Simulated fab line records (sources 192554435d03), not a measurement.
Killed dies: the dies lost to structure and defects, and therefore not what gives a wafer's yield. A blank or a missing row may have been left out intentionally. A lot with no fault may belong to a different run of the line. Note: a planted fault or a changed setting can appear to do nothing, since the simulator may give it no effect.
Split-lot experiment    flow n5-finfet    on a route of 1938 steps: 7 lots, 39 wafers read

THE SPLIT ITSELF
At N5_BEOL_M3_ETCH_41 (etches SiCN in CH3F/O2, target depth 29.9 nm, time 52.5 s), the setting target-depth-a was moved away from the recipe's 299 angstrom on 12 of the 39 wafers read, by -23.6% to +58.0%. All remaining wafers had this setting at the recipe value.

The split's own step is where the reading is taken.

THE READING
etch.depth-nm (the simulator's own value, which no gauge read), in nm, at N5_BEOL_M3_ETCH_41 (etches SiCN in CH3F/O2, target depth 29.9 nm, time 52.5 s). No usual value for it is given in the file. Average 19.89 nm, standard deviation 0.31 nm, over the 27 wafers here run with the recipe.

wafer   tool, chamber at the split  target-depth-a as run, angstrom  against the recipe  etch.depth-nm, nm  against lot-mates on the recipe
L076.1  rie-diel-03, 1              299                              recipe              19.55              -
L076.2  rie-diel-03, 2              390.7                            +30.7%              25.67              +5.79
L076.3  rie-diel-03, 3              390.7                            +30.7%              26.37              +6.49
L076.4  rie-diel-03, 0              299                              recipe              20.01              -
L076.5  rie-diel-03, 0              390.7                            +30.7%              25.9               +6.02
L076.6  rie-diel-03, 3              299                              recipe              20.08              -
L079.1  rie-diel-03, 2              299                              recipe              19.78              -
L079.2  rie-diel-03, 0              299                              recipe              20                 -
L079.3  rie-diel-03, 1              299                              recipe              19.52              -
L079.4  rie-diel-03, 3              299                              recipe              20.25              -
L079.5  rie-diel-03, 0              299                              recipe              20.15              -
L079.6  rie-diel-03, 1              299                              recipe              19.6               -
L080.1  rie-diel-01, 3              299                              recipe              19.75              -
L080.2  rie-diel-01, 0              299                              recipe              19.51              -
L080.3  rie-diel-01, 1              299                              recipe              20.06              -
L080.4  rie-diel-01, 0              464.8                            +55.5%              30.43              +10.66
L080.5  rie-diel-01, 3              464.8                            +55.5%              30.53              +10.76
L080.6  rie-diel-01, 1              464.8                            +55.5%              31.31              +11.54
L083.1  rie-diel-02, 0              299                              recipe              19.53              -
L083.2  rie-diel-02, 2              299                              recipe              19.74              -
L083.3  rie-diel-02, 1              299                              recipe              20.33              -
L083.4  rie-diel-02, 3              299                              recipe              20.3               -
L083.5  rie-diel-02, 2              299                              recipe              19.72              -
L083.6  rie-diel-02, 3              299                              recipe              20.58              -
L085.3  rie-diel-01, 1              299                              recipe              20.26              -
L085.4  rie-diel-01, 0              299                              recipe              19.8               -
L085.5  rie-diel-01, 0              299                              recipe              19.82              -
L090.1  rie-diel-02, 0              299                              recipe              19.36              -
L090.2  rie-diel-02, 2              299                              recipe              19.44              -
L090.3  rie-diel-02, 3              299                              recipe              20.01              -
L090.4  rie-diel-02, 1              228.3                            -23.6%              15.32              -4.28
L090.5  rie-diel-02, 1              228.3                            -23.6%              15.13              -4.47
L090.6  rie-diel-02, 2              228.3                            -23.6%              14.8               -4.80
L091.1  rie-diel-03, 2              472.5                            +58.0%              31.09              +11.12
L091.2  rie-diel-03, 3              299                              recipe              20.24              -
L091.3  rie-diel-03, 1              472.5                            +58.0%              31.11              +11.14
L091.4  rie-diel-03, 0              299                              recipe              19.85              -
L091.5  rie-diel-03, 2              299                              recipe              19.82              -
L091.6  rie-diel-03, 1              472.5                            +58.0%              30.92              +10.95

FIT RESULTS
A straight line over all 39 wafers: etch.depth-nm changes by +0.195 nm for each +1% of target-depth-a; r = +1.00; the points scatter about the line by 0.32 nm.
The same after taking each lot's own level away (the mean of its wafers on the recipe; 39 wafers): +0.194 nm for each +1%; r = +1.00; scatter 0.3 nm.
According to that fit, moving target-depth-a by its largest amount changes the reading by 11 nm.
The lots' own levels span 19.603 to 20.033 nm, that is 1.4 times the standard deviation above.
The two slopes agree, so the slope changes little with the lot-to-lot level.
Check: +11.3 nm against its lot-mates is what the line predicts for one of the wafers moved furthest among these (+58.0%) when that wafer is left out of the fit. It came out at +11.1 nm against them.

OTHER SPLITS ON THESE WAFERS
Other splits were also applied to these wafers ahead of the reading. Each is held against what the fit with the lots' levels taken away leaves over:
other split on the same wafers     wafers away from the commonest value  r with etch.depth-nm (lot level and that fit taken away)
N5_DUMMY_GATE_ALD_02 target-thk-a  9                                     -0.25
N5_SD_EPI_P_EPI_21 time-s          12                                    +0.05
N5_BEOL_M0_CUTY_DESCUM_61 time-s   12                                    +0.07
N5_BEOL_M2_DESCUM_16 time-s        18                                    +0.04

THE FILE'S OWN FIT
etch.depth-nm changes by +0.195 nm for each +1% of target-depth-a, r = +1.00.
